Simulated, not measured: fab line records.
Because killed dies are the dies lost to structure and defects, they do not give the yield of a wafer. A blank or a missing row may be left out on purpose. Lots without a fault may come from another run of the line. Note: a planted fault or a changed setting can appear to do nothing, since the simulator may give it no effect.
fab line records -- flow n5_finfet
record: lots: 9, wafers: 27, last_day: 18
route steps=1938 shown BEOL_M3@1010 BEOL_M4@1038
lots with no fault: from the same line, run without faults
start_h: the number of hours between the record's first day and the start of the first shown wafer of the lot -- wait_h: time in hours since the lot's previous step -- " unchanged from the row above -- L1.1+2: a single row standing in for several wafers -- - no value, or no start was given -- * or withheld: withheld -- < > ~ a bound
route shown NAME@n: names a module that has steps shown in the file, with the first one's number in the route -- usual: mean/standard deviation of fault-free wafers -- same: alike in all rows -- chamber/n: place in a boat -- sites: per-site readings -- _std_site: the standard deviation of these -- _edge_site: inner sites' mean taken away from outer sites' mean -- radius_mm: for every site, how far away it sits from the centre of the wafer -- mask NAME#n: copy n -- behind: the most recent tool/chamber to have shaped the wafer -- hold: what put the lot on hold/how long, in hours/how the hold closed -- device: which transistor (n, p or np) failed to switch -- end of line: tests run on the same wafers once the route is complete -- where a step has no rows: the recipe by itself -- killed: not the wafer's yield, but the dies lost to structure and defects at the first sort -- map: the dies of a wafer, with x for killed, . for not killed, _ for no die there
set.NAME: setting as actually run; set.NAME@STEP: the setting as run at that earlier step -- model.NAME: the simulator's own value behind a step, which no gauge read
route steps across a sampled set of lots; one table per step, one row per wafer
services: the hour from which a tool's chamber was out of use, counted from the record's first day as start_h (under 0 if before that day), plus the number of hours and why
== steps ==
step: N5_BEOL_M3_SPUTTER_96
recipe: material: Cu, target_thk_a: 45, temp_c: -20, chamber_pressure_pa: 0.07, power_w: withheld, time_s: 8.29
usual: throttle_valve_pct: 30.2/1.2
lot.wafer,tool,chamber,start_h,wait_h,throttle_valve_pct
L447.2,pvd_sputter-02,-,158.87,0.1,30.6
L447.3,pvd_sputter-02,-,158.87,0.1,32.6
L447.4,pvd_sputter-02,-,158.87,0.1,30.1
L449.1,pvd_sputter-03,-,163.77,0.1,30.0
L449.2,pvd_sputter-03,-,163.77,0.1,30.7
L449.5,pvd_sputter-03,-,163.77,0.1,30.5
L459.2,pvd_sputter-01,-,225.31,0.1,29.8
L459.3,pvd_sputter-01,-,225.31,0.1,30.7
L459.6,pvd_sputter-01,-,225.31,0.1,30.8
L461.1,pvd_sputter-03,-,234.74,0.1,30.4
L461.4,pvd_sputter-03,-,234.74,0.1,30.2
L461.5,pvd_sputter-03,-,234.74,0.1,30.5
L463.2,pvd_sputter-03,-,249.07,0.1,31.0
L463.3,pvd_sputter-03,-,249.07,0.1,30.3
L463.5,pvd_sputter-03,-,249.07,0.1,30.5
L465.1,pvd_sputter-03,-,252.21,0.1,30.2
L465.2,pvd_sputter-03,-,252.21,0.1,31.0
L465.3,pvd_sputter-03,-,252.21,0.1,29.1
L467.1,pvd_sputter-02,-,265.19,0.1,33.0
L467.4,pvd_sputter-02,-,265.19,0.1,27.9
L467.5,pvd_sputter-02,-,265.19,0.1,32.8
L469.1,pvd_sputter-01,-,288.14,0.1,31.1
L469.2,pvd_sputter-01,-,288.14,0.1,30.6
L469.4,pvd_sputter-01,-,288.14,0.1,29.9
L470.2,pvd_sputter-01,-,295.58,0.1,29.7
L470.4,pvd_sputter-01,-,295.58,0.1,30.5
L470.5,pvd_sputter-01,-,295.58,0.1,29.7
step: N5_BEOL_M3_CO_CAP_55
recipe: material: Co, target_thk_a: 20, temp_c: 200, precursor: CCTBA/H2, pressure_torr: 30, time_s: 102.1
usual: heater_power_w: 254/34
lot.wafer,tool,chamber,start_h,wait_h,heater_power_w
L447.2,cvd_co-01,2,159.91,0.0,234
L447.3,cvd_co-01,1,159.91,0.0,318
L447.4,cvd_co-01,0,159.91,0.0,227
L449.1,cvd_co-02,0,164.70,0.0,231
L449.2,cvd_co-02,1,164.70,0.0,238
L449.5,cvd_co-02,2,164.70,0.0,276
L459.2,cvd_co-01,2,226.26,0.0,241
L459.3,cvd_co-01,1,226.26,0.0,314
L459.6,cvd_co-01,2,226.26,0.0,241
L461.1,cvd_co-01,1,235.71,0.0,321
L461.4,cvd_co-01,1,235.71,0.0,321
L461.5,cvd_co-01,0,235.71,0.0,226
L463.2,cvd_co-01,1,249.95,0.0,321
L463.3,cvd_co-01,0,249.95,0.0,226
L463.5,cvd_co-01,0,249.95,0.0,232
L465.1,cvd_co-02,1,253.09,0.0,236
L465.2,cvd_co-02,2,253.09,0.0,271
L465.3,cvd_co-02,0,253.09,0.0,231
L467.1,cvd_co-02,1,266.07,0.0,236
L467.4,cvd_co-02,1,266.07,0.0,237
L467.5,cvd_co-02,2,266.07,0.0,269
L469.1,cvd_co-02,2,289.07,0.0,269
L469.2,cvd_co-02,1,289.07,0.0,242
L469.4,cvd_co-02,1,289.07,0.0,241
L470.2,cvd_co-02,2,296.49,0.0,269
L470.4,cvd_co-02,1,296.49,0.0,243
L470.5,cvd_co-02,0,296.49,0.0,228
step: N5_BEOL_M4_ETCH_74
recipe: chemistry: N2/H2, target: underlayer, target_depth_a: 65, mask_material: CAR-EUV, time_s: 5.2, ion_energy_ev: 200, pressure_mtorr: 30, source_w: 840, bias_w: 150, n2_flow_sccm: 200, h2_flow_sccm: 200, ends: cleared
usual: drypump_motor_current_A: 5.5/0.33, etch_rf_on_time_s: 5.18/0.093, oes_product_au: 0.70/0.071, rf_vpp_V: 524.4/2.6, showerhead_plenum_p_Torr: 2.57/0.081, throttle_valve_pct: 17.8/0.33
lot.wafer,tool,chamber,start_h,wait_h,drypump_motor_current_A,etch_rf_on_time_s,oes_product_au,rf_hours_counter_h,rf_vpp_V,showerhead_plenum_p_Torr,throttle_valve_pct
L447.2,rie_diel-03,2,160.99,0.0,5.7,5.27,0.76,21,526.2,2.71,17.4
L447.3,rie_diel-03,0,160.99,0.0,5.1,5.21,0.76,33,519.9,2.48,17.8
L447.4,rie_diel-03,0,160.99,0.0,5.1,5.18,0.75,-,523.2,2.48,17.8
L449.1,rie_diel-04,2,165.86,0.0,5.7,5.09,0.75,41,526.2,2.59,17.4
L449.2,rie_diel-04,0,165.86,0.0,5.4,5.07,0.71,57,527.8,2.70,18.2
L449.5,rie_diel-04,3,165.86,0.0,5.5,5.00,0.78,-,525.7,2.59,17.3
L459.2,rie_diel-06,2,228.99,0.0,5.0,3.57,0.85,107,522.6,2.46,18.1
L459.3,rie_diel-06,0,228.99,0.0,5.5,5.26,0.61,212,523.8,2.52,17.7
L459.6,rie_diel-06,1,228.99,0.0,5.3,5.09,0.64,-,520.5,2.45,18.2
L461.1,rie_diel-06,0,238.30,0.0,5.5,5.27,0.60,215,522.9,2.52,17.7
L461.4,rie_diel-06,2,238.30,0.0,5.0,3.59,0.85,110,521.5,2.46,18.1
L461.5,rie_diel-06,0,238.30,0.0,5.5,5.27,0.60,-,525.4,2.52,17.7
L463.2,rie_diel-03,2,251.57,0.0,5.7,5.28,0.71,57,524.6,2.69,17.5
L463.3,rie_diel-03,1,251.57,0.0,5.6,5.28,0.79,9,523.3,2.50,17.5
L463.5,rie_diel-03,0,251.57,0.0,5.1,5.27,0.71,-,521.3,2.47,17.9
L465.1,rie_diel-03,2,254.88,0.0,5.6,5.25,0.72,58,529.7,2.69,17.5
L465.2,rie_diel-03,3,254.88,0.0,5.7,5.13,0.78,27,527.8,2.60,18.1
L465.3,rie_diel-03,1,254.88,0.0,5.6,5.22,0.78,10,519.9,2.49,17.5
L467.1,rie_diel-04,1,267.66,0.0,5.7,5.17,0.75,34,524.5,2.59,17.7
L467.4,rie_diel-04,3,267.66,0.0,5.6,5.07,0.73,66,525.2,2.57,17.4
L467.5,rie_diel-04,3,267.66,0.0,5.5,5.05,0.72,-,524.0,2.57,17.4
L469.1,rie_diel-04,3,291.78,0.0,5.5,5.16,0.72,74,523.1,2.57,17.4
L469.2,rie_diel-04,1,291.78,0.0,5.7,5.19,0.74,42,525.9,2.59,17.7
L469.4,rie_diel-04,0,291.78,0.0,5.4,5.23,0.65,103,529.2,2.68,18.2
L470.2,rie_diel-04,1,297.88,0.0,5.8,5.15,0.74,45,524.7,2.59,17.7
L470.4,rie_diel-04,0,297.88,0.0,5.4,5.15,0.67,105,527.5,2.68,18.2
L470.5,rie_diel-04,0,297.88,0.0,5.4,5.17,0.67,-,528.1,2.68,18.2
step: N5_BEOL_M4_ETCH_64
recipe: chemistry: N2/H2, target: SOC, target_depth_a: 750, overetch_a: 225, mask_material: SiARC, temp_c: 40, time_s: 121.9, ion_energy_ev: 200, pressure_mtorr: 30, source_w: 840, bias_w: 150, n2_flow_sccm: 200, h2_flow_sccm: 200
usual: drypump_motor_current_A: 5.5/0.33, oes_product_au: 0.62/0.061, rf_vpp_V: 524.5/2.4, showerhead_plenum_p_Torr: 2.57/0.082, throttle_valve_pct: 17.8/0.33
lot.wafer,tool,chamber,start_h,wait_h,drypump_motor_current_A,oes_product_au,rf_hours_counter_h,rf_vpp_V,showerhead_plenum_p_Torr,throttle_valve_pct
L447.2,rie_diel-03,2,161.04,0.0,5.7,0.68,21,529.5,2.71,17.3
L447.3,rie_diel-03,0,161.04,0.0,5.1,0.67,33,521.7,2.48,17.8
L447.4,rie_diel-03,0,161.04,0.0,5.1,0.68,-,522.2,2.48,17.8
L449.1,rie_diel-04,2,165.91,0.0,5.7,0.65,41,524.2,2.60,17.3
L449.2,rie_diel-04,0,165.91,0.0,5.4,0.62,57,528.2,2.70,18.1
L449.5,rie_diel-04,3,165.91,0.0,5.5,0.68,-,526.6,2.59,17.2
L459.2,rie_diel-06,2,229.04,0.0,5.0,0.61,107,519.9,2.46,18.0
L459.3,rie_diel-06,0,229.04,0.0,5.5,0.55,212,523.3,2.52,17.7
L459.6,rie_diel-06,1,229.04,0.0,5.3,0.57,-,521.2,2.45,18.2
L461.1,rie_diel-06,0,238.34,0.0,5.5,0.54,215,522.8,2.52,17.7
L461.4,rie_diel-06,2,238.34,0.0,5.0,0.60,110,521.3,2.46,18.0
L461.5,rie_diel-06,0,238.34,0.0,5.5,0.54,-,524.3,2.52,17.7
L463.2,rie_diel-03,2,251.61,0.0,5.7,0.65,57,528.0,2.69,17.4
L463.3,rie_diel-03,1,251.61,0.0,5.6,0.70,9,522.3,2.49,17.5
L463.5,rie_diel-03,0,251.61,0.0,5.1,0.63,-,522.4,2.47,17.8
L465.1,rie_diel-03,2,254.92,0.0,5.7,0.64,58,527.5,2.69,17.5
L465.2,rie_diel-03,3,254.92,0.0,5.7,0.70,28,526.3,2.60,18.1
L465.3,rie_diel-03,1,254.92,0.0,5.6,0.70,10,522.2,2.49,17.5
L467.1,rie_diel-04,1,267.70,0.0,5.8,0.67,34,526.0,2.59,17.6
L467.4,rie_diel-04,3,267.70,0.0,5.5,0.63,66,525.6,2.57,17.3
L467.5,rie_diel-04,3,267.70,0.0,5.5,0.64,-,524.9,2.57,17.3
L469.1,rie_diel-04,3,291.82,0.0,5.6,0.63,74,523.6,2.57,17.3
L469.2,rie_diel-04,1,291.82,0.0,5.7,0.66,42,524.4,2.59,17.6
L469.4,rie_diel-04,0,291.82,0.0,5.4,0.59,103,526.5,2.68,18.2
L470.2,rie_diel-04,1,297.93,0.0,5.7,0.66,45,524.4,2.59,17.7
L470.4,rie_diel-04,0,297.93,0.0,5.4,0.59,105,528.4,2.68,18.2
L470.5,rie_diel-04,0,297.93,0.0,5.4,0.59,-,529.5,2.68,18.2
step: N5_BEOL_M4_RC_MEAS_101
usual: DIBL_N: 36.4/1.4, DIBL_P: 36.3/1.8, IOFF_N: 0.163/0.024, IOFF_P: 0.21/0.034, ION_N: 673/11, ION_P: 461/7.4, SS_N: 71.6/0.52, SS_P: 73.3/0.58, VT_N: 249.4/2.5, VT_P: -250/3.5
lot.wafer,tool,chamber,start_h,wait_h,DIBL_N[mV/V],DIBL_P[mV/V],IOFF_N[nA/um],IOFF_P[nA/um],ION_N[uA/um],ION_P[uA/um],SS_N[mV/dec],SS_P[mV/dec],VT_N[mV],VT_P[mV]
L447.2,prober-02,0,168.13,0.2,36.6,36.5,0.169,0.20,686,462,70.9,72.7,248.1,-253
L447.3,prober-02,0,168.13,0.2,35.5,34.1,0.153,0.18,669,451,70.7,72.3,248.6,-252
L447.4,prober-02,0,168.13,0.2,36.9,37.0,0.187,0.21,699,465,71.5,73.4,246.2,-252
L449.1,prober-01,0,175.17,0.0,37.2,38.0,0.170,0.25,663,456,71.9,73.8,245.9,-246
L449.2,prober-01,0,175.17,0.0,37.2,37.4,0.169,0.24,668,462,71.2,73.4,249.0,-248
L449.5,prober-01,0,175.17,0.0,37.5,38.2,0.181,0.24,666,459,71.9,73.8,246.9,-248
L459.2,prober-01,0,239.74,0.2,35.9,36.1,0.165,0.21,677,465,71.0,73.2,247.3,-251
L459.3,prober-01,0,239.74,0.2,38.3,39.3,0.228,0.28,700,470,71.9,74.8,245.2,-246
L459.6,prober-01,0,239.74,0.2,35.1,35.2,0.151,0.20,670,458,71.2,73.3,249.2,-251
L461.1,prober-01,0,257.91,0.0,35.4,36.1,0.172,0.22,688,466,72.0,73.5,246.6,-246
L461.4,prober-01,0,257.91,0.0,35.2,35.5,0.160,0.21,664,464,70.9,73.1,251.5,-246
L461.5,prober-01,0,257.91,0.0,37.6,38.1,0.204,0.25,683,463,71.9,74.3,245.7,-245
L463.2,prober-02,0,261.20,0.2,37.7,35.9,0.174,0.21,663,451,72.5,73.4,252.2,-249
L463.3,prober-02,0,261.20,0.2,35.0,33.7,0.124,0.17,661,455,71.4,73.3,254.1,-250
L463.5,prober-02,0,261.20,0.2,35.7,33.7,0.138,0.17,653,448,71.8,72.7,252.6,-256
L465.1,prober-01,0,262.24,0.0,35.6,34.6,0.142,0.17,658,449,71.2,72.6,251.1,-254
L465.2,prober-01,0,262.24,0.0,35.3,34.4,0.139,0.17,671,454,71.2,72.4,253.0,-258
L465.3,prober-01,0,262.24,0.0,37.2,37.2,0.175,0.21,675,463,71.5,73.6,246.6,-252
L467.1,prober-01,0,286.41,0.0,39.8,39.1,0.201,0.26,667,458,71.8,74.0,250.8,-245
L467.4,prober-01,0,286.41,0.0,38.6,37.8,0.186,0.25,684,467,71.5,73.6,249.1,-245
L467.5,prober-01,0,286.41,0.0,38.2,37.4,0.171,0.23,666,463,71.7,73.3,248.9,-247
L469.1,prober-02,0,300.13,0.0,35.3,31.4,0.130,0.15,674,453,71.3,72.9,250.6,-258
L469.2,prober-02,0,300.13,0.0,34.5,30.9,0.117,0.14,669,450,70.8,72.6,251.5,-257
L469.4,prober-02,0,300.13,0.0,35.9,32.4,0.137,0.16,660,446,70.6,72.0,250.8,-255
L470.2,prober-01,0,306.09,0.2,37.4,35.5,0.158,0.23,674,466,71.0,73.2,249.3,-247
L470.4,prober-01,0,306.09,0.2,40.3,38.7,0.217,0.30,691,465,72.4,73.9,245.3,-242
L470.5,prober-01,0,306.09,0.2,36.6,33.9,0.146,0.22,656,458,71.6,72.1,254.2,-247
== services ==
tool,chamber,start_h,hours,kind
pvd_sputter-03,-,136.10,4.4,repair
cvd_co-01,-,136.95,16.5,repair
rie_diel-03,3,148.21,-,clean
rie_diel-03,3,148.21,-,consumable_replace:focus_ring
rie_diel-03,3,148.21,29.4,scheduled_down
rie_diel-03,3,148.21,29.4,vent_cycle
rie_diel-04,1,149.34,-,clean
rie_diel-04,1,149.34,-,consumable_replace:focus_ring
rie_diel-04,1,149.34,18.4,scheduled_down
rie_diel-04,1,149.34,18.4,vent_cycle
cvd_co-01,-,206.43,0.5,repair
rie_diel-03,1,211.40,-,clean
rie_diel-03,1,211.40,-,consumable_replace:focus_ring
rie_diel-03,1,211.40,17.4,scheduled_down
rie_diel-03,1,211.40,17.4,vent_cycle
rie_diel-06,3,226.21,11.0,repair
rie_diel-03,2,276.78,12.1,repair
== key ==
first_sign: step: N5_BEOL_M4_ETCH_74, reading: etch_rf_on_time_s, direction: down, sigmas: 17, usual: *, struck: *
effect none on later readings
met_at N5_BEOL_M4_ETCH_74
struck_lots L459,L461
struck_wafers L459.2,L461.4
not_acting_at N5_BEOL_M3_SPUTTER_96,N5_BEOL_M3_CO_CAP_55,N5_BEOL_M4_ETCH_64
fault: kind: process_parameter_drift, tool: rie_diel-06, chamber: 2, onset_h: 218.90, steps: N5_BEOL_M4_ETCH_74, channel: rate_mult, offset: 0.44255, shape: step, end_h: 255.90
